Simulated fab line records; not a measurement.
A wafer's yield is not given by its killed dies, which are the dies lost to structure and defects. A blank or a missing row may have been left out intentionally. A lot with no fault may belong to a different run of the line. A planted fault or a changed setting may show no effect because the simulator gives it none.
3 desks looking at one fault / flow nand harc / each desk holds nothing but its own numbers, with what lay behind them at the end

## FROM THE METROLOGY DESK
Means of the sampled wafers that have a number, per lot and without regard to the tool the lot ran on: this is what the gauges read. Any lot whose mean is over 4 standard deviations away from the usual mean is out of limits and marked OUT; that distance is given in the brackets.
Columns: A = thk nm at NHARC_A_ONON_D2_THK_MEAS_24, usual 1001 nm
lot=L452; first seen here=day 14 05:50; A=1000
lot=L453; first seen here=day 14 05:52; A=1006
lot=L455; first seen here=day 14 12:56; A=997
lot=L458; first seen here=day 15 21:17; A=1007
lot=L461; first seen here=day 17 13:16; A=987
lot=L462; first seen here=day 17 18:40; A=1006
lot=L470; first seen here=day 21 01:22; A=996
lot=L469; first seen here=day 21 01:22; A=992
lot=L471; first seen here=day 21 18:34; A=1036
lot=L472; first seen here=day 21 18:35; A=1001
lot=L473; first seen here=day 22 23:02; A=988
This desk found nothing out of limits on any of the 11 lots.

## THE TOOL OWNER'S DESK: acl dep-01
The tool's own readings at NHARC_A_CHANNEL_HOLE_D2_DEP_00 (deposits aC, target thk 3100 nm): means of the sampled wafers that have a number, for each lot that ran on this tool. Any lot whose mean is over 4 standard deviations away from the usual mean is out of limits and marked OUT; that distance is given in the brackets.
Columns: A = throttle valve pct at NHARC_A_CHANNEL_HOLE_D2_DEP_00, usual 34.999 %
lot=L453; first seen here=day 14 09:25; A=35.000
lot=L458; first seen here=day 15 23:02; A=35.006
lot=L461; first seen here=day 17 17:55; A=35.001
lot=L462; first seen here=day 17 21:05; A=35.007
lot=L470; first seen here=day 21 04:01; A=34.996
lot=L473; first seen here=day 23 01:55; A=35.000
This desk found nothing out of limits on any of the 6 lots.

## THE DEFECT DESK
Inspection counts along the route, by lot: the mean over sampled wafers that carry a number. Any lot whose mean is over 4 standard deviations away from the usual mean is out of limits and marked OUT; that distance is given in the brackets.
Columns: A = raw defect count at NHARC_A_CHANNEL_HOLE_D2_INSPECT_12, usual 27; B = raw defect count at NHARC_A_CHANNEL_HOLE_D2_INSPECT_40, usual 271
lot=L452; first seen here=day 14 10:46; A=55; B=334
lot=L453; first seen here=day 14 11:46; A=5; B=240
lot=L455; first seen here=day 14 17:38; A=54; B=430
lot=L458; first seen here=day 16 01:51; A=58; B=301
lot=L461; first seen here=day 17 20:21; A=494 (+22) OUT; B=656 (+4.5) OUT
lot=L462; first seen here=day 17 23:14; A=489 (+22) OUT; B=709 (+5.2) OUT
lot=L470; first seen here=day 21 05:49; A=17; B=317
lot=L469; first seen here=day 21 06:40; A=21; B=370
lot=L471; first seen here=day 21 23:05; A=29; B=220
lot=L472; first seen here=day 21 23:26; A=4; B=314
lot=L473; first seen here=day 23 04:14; A=29; B=235
Finding of this desk: L461, L462 out of limits; the first was L461 at day 17 20:21, on raw defect count at NHARC_A_CHANNEL_HOLE_D2_INSPECT_12. L452, L453, L455, L458, L470, L469, L471, L472, L473 stayed within limits.

## BROUGHT TOGETHER
The defect desk could have raised an alarm at day 17 20:21, on L461, L462.
From the metrology desk's view, nothing was out of limits.
Nothing out of limits was seen by the tool owner's desk.
The metrology desk holds a record of L461, L462, inside its limits.
On record at the tool owner's desk: L461, L462, within its limits.
Every lot named ran NHARC_A_CHANNEL_HOLE_D2_DEP_00 on acl dep-01.

## WHAT WAS PUT IN BY THE SIMULATOR
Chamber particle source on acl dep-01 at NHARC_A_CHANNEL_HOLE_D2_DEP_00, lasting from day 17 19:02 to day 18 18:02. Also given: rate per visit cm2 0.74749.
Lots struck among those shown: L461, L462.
Hours from the fault's start to each desk's first reading out of limits: the defect desk, 1.
